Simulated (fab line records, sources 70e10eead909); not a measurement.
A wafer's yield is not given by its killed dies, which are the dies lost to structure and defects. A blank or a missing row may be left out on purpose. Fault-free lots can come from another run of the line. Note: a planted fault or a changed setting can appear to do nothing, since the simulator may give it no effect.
fab line records	flow nand_harc
record: lots: 11	wafers: 33	last_day: 34
route steps=1302 shown A_STAIRCASE@652 END@1302
lots with no fault: from the same line, run without faults
start_h: hours from the record's first day to the start of the lot's first wafer shown	wait_h: how many hours have passed since the lot's step before this one	" unchanged from the row above	L1.1+2: a single row standing in for several wafers	- value missing, or start not given	* or withheld: withheld	< > ~ a bound
route shown NAME@n: NAME is a module with steps in the file, n the number in the route of the first one	usual: mean and standard deviation over wafers with no fault	same: alike in all rows	chamber/n: place in a boat	sites: per-site readings	_std_site: their standard deviation	_edge_site: mean of outer sites minus mean of inner sites	radius_mm: how far each site lies from the wafer's centre	mask NAME#n: copy n	behind: the tool/chamber that last shaped the wafer	hold: the reason the lot was held/the length of the hold in hours/how it ended	device: the transistor (n, p or np) that didn't switch	end of line: tests of these same wafers at the route's end	where a step has no rows: the recipe by itself	killed: dies lost to structure and defects at the first sort, not the wafer's yield	map: a wafer's dies, x killed, . not, _ none there
set.NAME: setting as actually run; set.NAME@STEP: the setting as run at that earlier step	model.NAME: the simulator's own value behind a step, which no gauge read
steps of the route over a sample of lots; a table a step, a row a wafer
services: from which hour (start_h, from the record's first day; less than 0 if before it) a tool's chamber was out of use, for how many hours, and why
== steps ==
step: NHARC_A_STAIRCASE_ETCH_170
recipe: target_depth_a: 2000	time_s: 66.667	ion_energy_ev: 250	c4f6_flow_sccm: 25	o2_flow_sccm: 20	ar_flow_sccm: 500	rf_w: 600	bias_w: 500	chemistry: C4F6/O2
usual: chamber_pressure_mTorr: 30.00/0.03	drypump_motor_current_A: 5.92/0.29	oes_product_au: 0.974/0.012	rf_vpp_V: 545/3.3	showerhead_plenum_p_Torr: 3.84/0.16	throttle_valve_pct: 26.903/0.0093
lot.wafer	tool	chamber	start_h	wait_h	chamber_pressure_mTorr	drypump_motor_current_A	oes_product_au	rf_hours_counter_h	rf_vpp_V	showerhead_plenum_p_Torr	throttle_valve_pct
L802.3	rie_diel-04	0	-	-	30.00	5.65	0.964	0	542	3.72	26.907
L802.2	"	1	"	"	30.05	5.99	0.972	0	545	3.78	26.879
L802.4	"	2	"	"	30.05	6.14	0.972	0	544	3.75	26.907
L801.4	rie_diel-06	0	-	-	30.00	5.19	0.965	-	549	3.93	26.913
L801.6	"	2	"	"	29.96	6.23	0.967	-	545	3.80	26.892
L801.5	"	3	"	"	30.02	5.79	0.985	-	553	4.22	26.908
L804.1	rie_diel-04	3	-	-	30.01	6.10	0.961	6	541	3.68	26.901
L804.5	"	3	"	"	30.00	6.13	0.951	-	543	3.68	26.884
L804.6	"	0	"	"	30.02	5.64	0.965	-	541	3.71	26.908
L805.1	rie_diel-04	0	-	-	29.97	5.66	0.975	8	542	3.71	26.894
L805.4	"	2	"	"	29.96	6.16	0.964	8	543	3.74	26.914
L805.6	"	1	"	"	30.01	5.96	0.976	-	544	3.78	26.912
L806.4	rie_diel-06	1	-	-	29.93	6.02	0.980	4	549	4.05	26.895
L806.1	"	3	"	"	30.04	5.78	0.981	21	552	4.21	26.903
L806.5	"	2	"	"	30.01	6.22	0.959	-	545	3.80	26.911
L809.2	rie_diel-06	0	-	-	29.97	5.20	0.956	38	546	3.92	26.921
L809.4	"	1	"	"	29.97	6.03	0.972	19	549	4.04	26.904
L809.5	"	3	"	"	30.04	5.78	0.981	-	553	4.20	26.892
L815.1	rie_diel-06	2	-	-	29.98	6.23	0.965	0	544	3.78	26.899
L815.3	"	3	"	"	29.93	5.80	0.983	0	553	4.19	26.907
L815.2	"	0	"	"	30.03	5.23	0.973	0	547	3.91	26.911
L817.1	rie_diel-02	2	-	-	29.99	6.14	0.979	31	549	3.93	26.915
L817.2	"	0	"	"	30.00	5.93	0.974	25	542	3.69	26.929
L817.4	"	1	"	"	29.98	5.84	0.982	31	543	3.75	26.898
L819.3	rie_diel-06	1	-	-	30.00	6.03	0.990	17	548	4.02	26.905
L819.2	"	2	"	"	29.94	6.21	0.982	21	543	3.76	26.903
L819.5	"	1	"	"	30.01	6.06	0.985	-	548	4.02	26.899
L822.4	rie_diel-02	0	-	-	30.01	5.94	0.979	40	542	3.68	26.905
L822.6	"	0	"	"	30.05	5.93	0.984	-	543	3.68	26.890
L822.5	"	1	"	"	30.02	5.79	0.973	-	544	3.74	26.898
L823.4	rie_diel-06	1	-	-	30.00	6.01	0.998	27	549	4.01	26.913
L823.3	"	2	"	"	29.98	6.23	0.985	31	543	3.76	26.909
L823.6	"	0	"	"	29.99	5.18	0.969	-	547	3.90	26.911
step: NHARC_A_STAIRCASE_TRIM_18
recipe: time_s: 211.2	o2_flow_sccm: 500	ar_flow_sccm: 0	bias_w: 0	chemistry: O2
usual: bias_w: 0/0	chamber_pressure_mTorr: 60.01/0.054	drypump_motor_current_A: 5.9/0.31	oes_product_au: 0.999/0.011	rf_vpp_V: 57.6/0.81	showerhead_plenum_p_Torr: 3.46/0.15	throttle_valve_pct: 17.036/0.0087
lot.wafer	tool	chamber	start_h	wait_h	bias_w	chamber_pressure_mTorr	drypump_motor_current_A	oes_product_au	rf_hours_counter_h	rf_vpp_V	showerhead_plenum_p_Torr	throttle_valve_pct
L802.2	rie_diel-04	3	368.31	-	0	60.06	6.1	0.987	1	58.1	3.30	17.040
L802.3	"	2	"	"	0	60.03	6.2	0.991	1	57.7	3.37	17.034
L802.4	"	1	"	"	0	60.10	6.0	1.004	-	57.6	3.40	17.027
L801.4	rie_diel-04	1	379.44	-	0	59.96	6.0	0.995	4	56.6	3.39	17.050
L801.6	"	1	"	"	0	60.03	6.0	0.998	-	58.7	3.39	17.032
L801.5	"	2	"	"	0	60.10	6.2	0.984	-	57.2	3.36	17.044
L804.1	rie_diel-02	0	382.69	-	0	59.99	5.9	0.993	55	57.1	3.33	17.055
L804.6	"	1	"	"	0	59.98	5.8	1.003	-	55.9	3.39	17.027
L804.5	"	2	"	"	0	60.04	6.1	1.002	-	59.1	3.56	17.040
L805.1	rie_diel-06	1	393.49	-	0	60.02	6.0	1.017	5	57.8	3.64	17.044
L805.4	"	3	"	"	0	60.10	5.8	1.010	22	58.7	3.80	17.027
L805.6	"	1	"	"	0	60.00	6.0	1.023	-	58.6	3.64	17.036
L806.4	rie_diel-04	2	393.78	-	0	59.96	6.2	0.979	8	56.5	3.36	17.046
L806.1	"	0	"	"	0	60.00	5.7	1.000	10	57.7	3.33	17.038
L806.5	"	2	"	"	0	60.04	6.2	0.984	-	57.4	3.36	17.044
L809.2	rie_diel-02	3	445.46	-	0	59.89	6.1	0.989	13	55.9	3.32	17.041
L809.5	"	1	"	"	0	60.05	5.8	1.003	-	58.3	3.38	17.040
L809.4	"	2	"	"	0	59.97	6.1	1.012	-	57.2	3.55	17.050
L815.2	rie_diel-02	0	501.43	-	-	-	-	-	-	-	-	-
L815.1	"	1	"	"	-	-	-	-	-	-	-	-
L815.3	"	3	"	"	-	-	-	-	-	-	-	-
L817.2	rie_diel-04	3	509.50	-	-	-	-	-	-	-	-	-
L817.1	"	0	"	"	-	-	-	-	-	-	-	-
L817.4	"	3	"	"	-	-	-	-	-	-	-	-
L819.2	rie_diel-02	0	547.10	-	0	60.02	6.0	0.998	36	56.0	3.31	17.049
L819.3	"	3	"	"	0	60.09	6.1	0.996	48	57.6	3.31	17.047
L819.5	"	1	"	"	0	60.07	5.8	1.010	-	57.3	3.36	17.020
L822.4	rie_diel-06	3	562.71	-	0	59.99	5.8	1.008	25	58.6	3.76	17.048
L822.6	"	3	"	"	0	60.07	5.8	0.996	-	57.6	3.76	17.024
L822.5	"	0	"	"	0	60.01	5.2	0.994	-	58.0	3.51	17.055
L823.3	rie_diel-06	1	583.27	-	0	59.98	6.0	1.021	28	57.9	3.61	17.039
L823.4	"	2	"	"	0	60.01	6.2	1.001	-	56.8	3.38	17.027
L823.6	"	0	"	"	0	59.98	5.2	0.990	-	58.7	3.51	17.036
step: NHARC_A_STAIRCASE_ETCH_19
recipe: target_depth_a: 1000	time_s: 40.5	ion_energy_ev: 400	c4f8_flow_sccm: 20	o2_flow_sccm: 10	ar_flow_sccm: withheld	rf_w: 600	bias_w: 1000	chemistry: C4F8/O2
usual: chamber_pressure_mTorr: 24.999/0.023	oes_product_au: 0.943/0.011	rf_vpp_V: 893/5.5
lot.wafer	tool	chamber	start_h	wait_h	chamber_pressure_mTorr	oes_product_au	rf_hours_counter_h	rf_vpp_V
L802.2	rie_diel-04	1	-	-	25.009	0.950	1	891
L802.3	"	2	"	"	25.013	0.934	1	889
L802.4	"	1	"	"	24.978	0.947	-	889
L801.4	rie_diel-04	0	-	-	25.004	0.952	5	889
L801.6	"	2	"	"	25.013	0.930	-	889
L801.5	"	3	"	"	25.004	0.950	-	888
L804.1	rie_diel-02	1	-	-	24.975	0.953	54	890
L804.6	"	3	"	"	24.990	0.933	-	888
L804.5	"	0	"	"	25.026	0.939	-	890
L805.1	rie_diel-06	2	-	-	24.993	0.938	23	891
L805.4	"	3	"	"	24.983	0.955	22	905
L805.6	"	1	"	"	24.971	0.955	-	901
L806.4	rie_diel-04	2	-	-	24.985	0.942	9	891
L806.1	"	3	"	"	25.001	0.944	10	887
L806.5	"	2	"	"	24.978	0.938	-	889
L809.2	rie_diel-02	2	-	-	25.005	0.946	12	897
L809.4	"	2	"	"	25.028	0.952	-	897
L809.5	"	3	"	"	25.014	0.936	-	887
L815.3	rie_diel-02	1	-	-	24.970	0.950	30	891
L815.2	"	3	"	"	24.978	0.933	32	888
L815.1	"	0	"	"	24.993	0.930	24	887
L817.1	rie_diel-04	3	-	-	25.031	0.948	47	886
L817.2	"	1	"	"	25.007	0.955	43	891
L817.4	"	0	"	"	25.027	0.957	-	889
L819.2	rie_diel-02	1	-	-	24.980	0.948	42	890
L819.3	"	2	"	"	25.010	0.948	46	896
L819.5	"	0	"	"	24.987	0.951	-	888
L822.4	rie_diel-06	2	-	-	25.012	0.949	26	890
L822.5	"	0	"	"	24.988	0.946	-	896
L822.6	"	1	"	"	25.020	0.964	-	900
L823.3	rie_diel-06	1	-	-	25.010	0.964	28	898
L823.6	"	2	"	"	25.037	0.950	-	892
L823.4	"	0	"	"	25.037	0.930	-	895
step: NHARC_A_STAIRCASE_TRIM_26
recipe: time_s: 211.2	o2_flow_sccm: 500	ar_flow_sccm: 0	bias_w: 0	chemistry: O2
usual: chamber_pressure_mTorr: 60.00/0.053	drypump_motor_current_A: 5.9/0.3	oes_product_au: 1.000/0.011	rf_vpp_V: 57.5/0.98	showerhead_plenum_p_Torr: 3.45/0.15	throttle_valve_pct: 17.037/0.01
same: bias_w: 0
lot.wafer	tool	chamber	start_h	wait_h	chamber_pressure_mTorr	drypump_motor_current_A	oes_product_au	rf_hours_counter_h	rf_vpp_V	showerhead_plenum_p_Torr	throttle_valve_pct
L802.2	rie_diel-06	2	-	-	59.91	6.2	0.980	15	58.8	3.41	17.035
L802.3	"	3	"	"	59.99	5.8	1.012	15	58.5	3.80	17.045
L802.4	"	2	"	"	60.05	6.2	0.980	-	58.3	3.41	17.046
L801.4	rie_diel-02	2	-	-	60.00	6.1	1.011	51	58.0	3.56	17.036
L801.5	"	2	"	"	60.04	6.1	1.013	-	57.6	3.56	17.043
L801.6	"	3	"	"	60.01	6.1	1.001	-	57.0	3.33	17.045
L804.1	rie_diel-04	1	-	-	60.06	6.0	1.006	5	55.9	3.39	17.031
L804.5	"	0	"	"	59.88	5.7	1.004	-	57.7	3.33	17.045
L804.6	"	1	"	"	60.05	6.0	1.000	-	55.8	3.39	17.050
L805.1	rie_diel-06	3	-	-	60.04	5.8	1.000	23	59.0	3.79	17.040
L805.4	"	0	"	"	60.00	5.2	0.989	23	58.4	3.53	17.044
L805.6	"	2	"	"	60.09	6.2	0.981	-	56.2	3.41	17.029
L806.4	rie_diel-04	3	-	-	59.98	6.1	0.994	11	58.3	3.30	17.029
L806.1	"	1	"	"	60.04	6.0	1.006	9	56.2	3.39	17.038
L806.5	"	2	"	"	59.95	6.2	0.981	-	56.4	3.36	17.043
L809.2	rie_diel-04	0	-	-	59.97	5.7	0.991	23	56.8	3.32	17.053
L809.4	"	1	"	"	60.00	6.0	0.997	22	58.4	3.38	17.053
L809.5	"	2	"	"	60.01	6.1	0.975	-	57.8	3.35	17.037
L815.1	rie_diel-06	1	-	-	59.96	6.0	1.030	1	60.2	3.62	17.034
L815.2	"	2	"	"	59.98	6.2	0.993	1	59.1	3.39	17.040
L815.3	"	0	"	"	59.99	5.2	0.998	1	58.2	3.52	17.047
L817.2	rie_diel-06	1	-	-	60.00	6.0	1.012	3	58.2	3.62	17.022
L817.4	"	3	"	"	59.99	5.8	1.002	3	58.6	3.78	17.034
L817.1	"	0	"	"	59.91	5.2	1.000	3	57.6	3.52	17.044
L819.2	rie_diel-04	2	-	-	60.17	6.1	0.993	1	57.5	3.34	17.062
L819.3	"	3	"	"	59.99	6.1	1.002	1	58.1	3.81	17.039
L819.5	"	1	"	"	60.17	6.0	1.010	-	57.7	3.37	17.024
L822.4	rie_diel-02	3	-	-	59.95	6.1	0.993	52	56.3	3.30	17.051
L822.6	"	1	"	"	60.01	5.8	1.007	-	57.4	3.36	17.040
L822.5	"	2	"	"	59.87	6.1	1.017	-	59.6	3.53	17.032
L823.3	rie_diel-06	0	-	-	59.99	5.2	0.993	19	58.1	3.51	17.031
L823.4	"	0	"	"	60.01	5.1	0.990	-	57.5	3.51	17.040
L823.6	"	2	"	"	59.97	6.2	1.002	-	57.6	3.38	17.034
step: NHARC_END_SORT_01
recipe: temp_c: 25
usual: killed_at_array: 58/20	killed_at_other: 0.8/1	killed_at_periphery: 4.6/2.8	killed_dies: 63/19	killed_open: 3.4/2	killed_short: 2.4/1.8
same: gross_dies: 677
lot.wafer	tool	chamber	start_h	wait_h	killed_at_array	killed_at_other	killed_at_periphery	killed_dies	killed_open	killed_short
L805.1	prober-01	0	597.67	2.5	28	4	11	43	2	4
L805.4	prober-01	0	600.06	3.4	28	3	7	38	1	2
L805.6	prober-01	0	601.65	4.0	21	2	8	31	3	2
L809.2	prober-01	0	649.91	2.8	64	0	6	70	2	3
L809.4	prober-01	0	651.52	3.4	48	2	20	70	8	1
L809.5	prober-01	0	652.33	3.7	60	0	8	68	3	4
L815.1	prober-02	0	726.55	2.5	673	1	3	677	2	2
L815.2	prober-02	0	727.36	2.8	671	2	4	677	5	3
L815.3	prober-02	0	728.17	3.1	669	2	6	677	4	2
L817.1	prober-01	0	726.57	2.5	675	1	1	677	3	4
L817.2	prober-01	0	727.37	2.8	674	0	3	677	4	0
L817.4	prober-01	0	728.98	3.4	675	1	1	677	0	0
L819.2	prober-01	0	770.05	2.8	48	1	3	52	4	4
L819.3	prober-01	0	770.86	3.1	80	1	4	85	0	1
L819.5	prober-01	0	772.47	3.7	46	0	9	55	7	3
L822.4	prober-02	0	777.56	3.4	61	0	9	70	5	4
L822.5	prober-02	0	778.36	3.7	48	0	5	53	2	0
L822.6	prober-02	0	779.17	4.0	49	0	7	56	4	6
killed by level:class
L805.1 A_CHANNEL_HOLE_D1:chamber_film_flake=10 P_BONDPAD:chamber_film_flake=8 A_CHANNEL_HOLE_D2:chamber_film_flake=5 A_CONTACT:chamber_film_flake=4 THIN_TSV:chamber_film_flake=4 A_SGD_CUT:geometric_particle:short=2 P_GATE:chamber_film_flake=2 A_DECK1_JOINT:chamber_film_flake=2
L805.4 A_CHANNEL_HOLE_D1:chamber_film_flake=12 A_CHANNEL_HOLE_D2:chamber_film_flake=8 P_BONDPAD:chamber_film_flake=4 THIN_TSV:chamber_film_flake=3 A_CHANNEL_FILL_D2:chamber_film_flake=2 P_CONTACT:geometric_particle:open=1 A_DECK1_JOINT:geometric_particle:short=1 A_SGD_CUT:geometric_particle:short=1
L805.6 A_CHANNEL_HOLE_D1:chamber_film_flake=7 A_CHANNEL_HOLE_D2:chamber_film_flake=6 P_GATE:chamber_film_flake=4 P_BONDPAD:chamber_film_flake=2 A_SLIT:chamber_film_flake=2 A_CONTACT:chamber_film_flake=2 THIN_TSV:chamber_film_flake=2 P_CONTACT:geometric_particle:open=1
L809.2 A_CHANNEL_HOLE_D1:chamber_film_flake=32 A_CHANNEL_HOLE_D2:chamber_film_flake=17 P_CONTACT:chamber_film_flake=4 A_DECK1_JOINT:chamber_film_flake=3 A_ZERO_WELL:chamber_film_flake=2 A_WL_FILL:chamber_film_flake=2 A_CONTACT:chamber_film_flake=2 A_M1:chamber_film_flake=2
L809.4 A_CHANNEL_HOLE_D1:chamber_film_flake=18 P_CONTACT:chamber_film_flake=13 A_CHANNEL_HOLE_D2:chamber_film_flake=9 A_CONTACT:chamber_film_flake=6 P_M2:chamber_film_flake=3 A_M1:chamber_film_flake=3 A_STAIRCASE:chamber_film_flake=2 THIN_TSV:chamber_film_flake=2
L809.5 A_CHANNEL_HOLE_D1:chamber_film_flake=34 A_CHANNEL_HOLE_D2:chamber_film_flake=9 A_CONTACT:chamber_film_flake=4 P_ZERO_WELL:chamber_film_flake=3 P_CONTACT:chamber_film_flake=3 A_STAIRCASE:chamber_film_flake=3 A_ZERO_WELL:chamber_film_flake=2 A_DECK1_JOINT:geometric_particle:open=1
L815.1 A_STAIRCASE:area_trim=640 A_CHANNEL_HOLE_D1:chamber_film_flake=14 A_SLIT:chamber_film_flake=5 A_CONTACT:chamber_film_flake=3 P_M1:chamber_film_flake=2 A_DECK1_JOINT:chamber_film_flake=2 A_CHANNEL_FILL_D2:chamber_film_flake=2 A_STAIRCASE:chamber_film_flake=2
L817.1 A_STAIRCASE:area_trim=608 A_SLIT:chamber_film_flake=35 A_CHANNEL_HOLE_D1:chamber_film_flake=10 A_CONTACT:chamber_film_flake=6 A_BLC:chamber_film_flake=5 A_CHANNEL_FILL_D1:geometric_particle:short=2 A_STAIRCASE:chamber_film_flake=2 A_CHANNEL_FILL_D1:geometric_particle:open=1
L815.2 A_STAIRCASE:area_trim=635 A_CHANNEL_HOLE_D1:chamber_film_flake=12 A_SLIT:chamber_film_flake=4 A_DECK1_JOINT:geometric_particle:open=3 P_M1:chamber_film_flake=3 A_CHANNEL_FILL_D1:chamber_film_flake=3 A_WL_FILL:chamber_film_flake=3 A_CONTACT:chamber_film_flake=3
L817.2 A_STAIRCASE:area_trim=628 A_SLIT:chamber_film_flake=25 A_CHANNEL_HOLE_D1:chamber_film_flake=13 A_CONTACT:chamber_film_flake=3 A_SGD_CUT:chamber_film_flake=2 P_M0:geometric_particle:open=1 P_M1:geometric_particle:open=1 A_ONON_D1:geometric_particle:open=1
L815.3 A_STAIRCASE:area_trim=643 A_CHANNEL_HOLE_D1:chamber_film_flake=8 P_M1:chamber_film_flake=5 A_SLIT:chamber_film_flake=4 A_SGD_CUT:geometric_particle:open=2 A_WL_FILL:geometric_particle:short=2 A_CHANNEL_FILL_D1:chamber_film_flake=2 A_DECK1_JOINT:chamber_film_flake=2
L817.4 A_STAIRCASE:area_trim=635 A_SLIT:chamber_film_flake=21 A_CHANNEL_HOLE_D1:chamber_film_flake=5 A_CONTACT:chamber_film_flake=5 A_BLC:chamber_film_flake=3 A_CHANNEL_FILL_D1:chamber_film_flake=2 A_CHANNEL_FILL_D2:chamber_film_flake=2 P_GATE:chamber_film_flake=1
L819.2 A_SLIT:chamber_film_flake=20 A_CHANNEL_HOLE_D1:chamber_film_flake=11 A_WL_FILL:chamber_film_flake=3 A_CONTACT:chamber_film_flake=3 A_CHANNEL_HOLE_D1:geometric_particle:open=2 A_CHANNEL_FILL_D2:geometric_particle:short=2 A_STAIRCASE:chamber_film_flake=2 P_GATE:geometric_particle:short=1
L819.3 A_SLIT:chamber_film_flake=34 A_CHANNEL_HOLE_D1:chamber_film_flake=30 A_CHANNEL_HOLE_D2:chamber_film_flake=4 A_WL_FILL:chamber_film_flake=4 A_CONTACT:chamber_film_flake=4 P_ZERO_WELL:chamber_film_flake=3 A_STAIRCASE:chamber_film_flake=2 A_DECK1_JOINT:geometric_particle:short=1
L819.5 A_CHANNEL_HOLE_D1:chamber_film_flake=15 A_SLIT:chamber_film_flake=15 A_CONTACT:chamber_film_flake=7 P_CONTACT:geometric_particle:open=3 P_ZERO_WELL:chamber_film_flake=3 P_CONTACT:geometric_particle:short=1 P_M0:geometric_particle:open=1 A_CHANNEL_HOLE_D1:geometric_particle:short=1
L822.4 A_CHANNEL_HOLE_D2:chamber_film_flake=29 A_SLIT:chamber_film_flake=9 A_CONTACT:chamber_film_flake=7 P_GATE:chamber_film_flake=5 A_CHANNEL_HOLE_D1:chamber_film_flake=3 A_WL_FILL:geometric_particle:open=2 A_M0:geometric_particle:short=2 P_M1:chamber_film_flake=2
L822.5 A_CHANNEL_HOLE_D2:chamber_film_flake=25 A_SLIT:chamber_film_flake=11 A_CONTACT:chamber_film_flake=8 P_GATE:chamber_film_flake=4 P_STI:geometric_particle:open=1 A_CHANNEL_FILL_D1:geometric_particle:open=1 A_ZERO_WELL:chamber_film_flake=1 A_CHANNEL_HOLE_D1:unspecified=1
L822.6 A_CHANNEL_HOLE_D2:chamber_film_flake=16 A_SLIT:chamber_film_flake=6 A_CHANNEL_HOLE_D1:unspecified=5 A_CONTACT:chamber_film_flake=5 P_GATE:chamber_film_flake=4 A_BONDPAD:chamber_film_flake=3 A_ONON_D1:geometric_particle:short=2 A_SGD_CUT:geometric_particle:open=2
== services ==
tool	chamber	start_h	hours	kind
rie_diel-04	-	355.18	9.0	pm
rie_diel-06	0	366.34	-	clean
rie_diel-06	1	366.34	-	clean
rie_diel-06	2	366.34	-	clean
rie_diel-06	3	366.34	-	clean
rie_diel-06	0	390.87	-	clean
rie_diel-06	1	390.87	-	clean
rie_diel-06	2	390.87	-	clean
rie_diel-06	3	390.87	-	clean
rie_diel-02	-	393.77	9.0	pm
rie_diel-06	0	415.40	-	clean
rie_diel-06	1	415.40	-	clean
rie_diel-06	2	415.40	-	clean
rie_diel-06	3	415.40	-	clean
rie_diel-06	0	439.90	-	clean
rie_diel-06	1	439.90	-	clean
rie_diel-06	-	485.34	9.0	pm
rie_diel-02	2	500.57	1.9	repair
rie_diel-04	2	506.47	6.2	repair
rie_diel-06	0	524.67	9.9	repair
rie_diel-04	-	532.18	9.0	pm
rie_diel-06	1	551.05	2.3	repair
rie_diel-06	0	565.19	10.4	repair
rie_diel-02	-	573.36	9.0	pm
== key ==
first_sign: step: NHARC_A_STAIRCASE_TRIM_18	reading: tool_record	direction: missing
effect: step: NHARC_END_SORT_01	reading: killed_dies	direction: up	sigmas: 32	usual: 63	struck: 677
more_kills_born_at: NHARC_A_STAIRCASE_TRIM_18@rie_diel-02: 1918	NHARC_A_STAIRCASE_TRIM_18@rie_diel-04: 1871
met_at NHARC_A_STAIRCASE_TRIM_18
struck_lots L815,L817
later_rows_left_out L815.1,L815.2,L815.3,L817.1,L817.2,L817.4
tester_left_out L815,L817
not_acting_at NHARC_A_STAIRCASE_ETCH_170,NHARC_A_STAIRCASE_ETCH_19,NHARC_A_STAIRCASE_TRIM_26
onset_between 445.46 501.43
fault: kind: skipped_step_whole	tool: rie_diel-02,rie_diel-04	chamber: -	onset_h: 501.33	steps: NHARC_A_STAIRCASE_TRIM_18	scope: struck_lots_only
tester_left_out: of these lots the tester's yield and bins aren't shown, on N5 and GAA mostly nor the transistor test; their killed dies are dies lost to structure and defects alone, not to doping, threshold or leakage, so they don't give the yield
later_rows_left_out: the simulator's readings of these wafers behind a module that went badly wrong aren't trusted and aren't shown, but for the sort
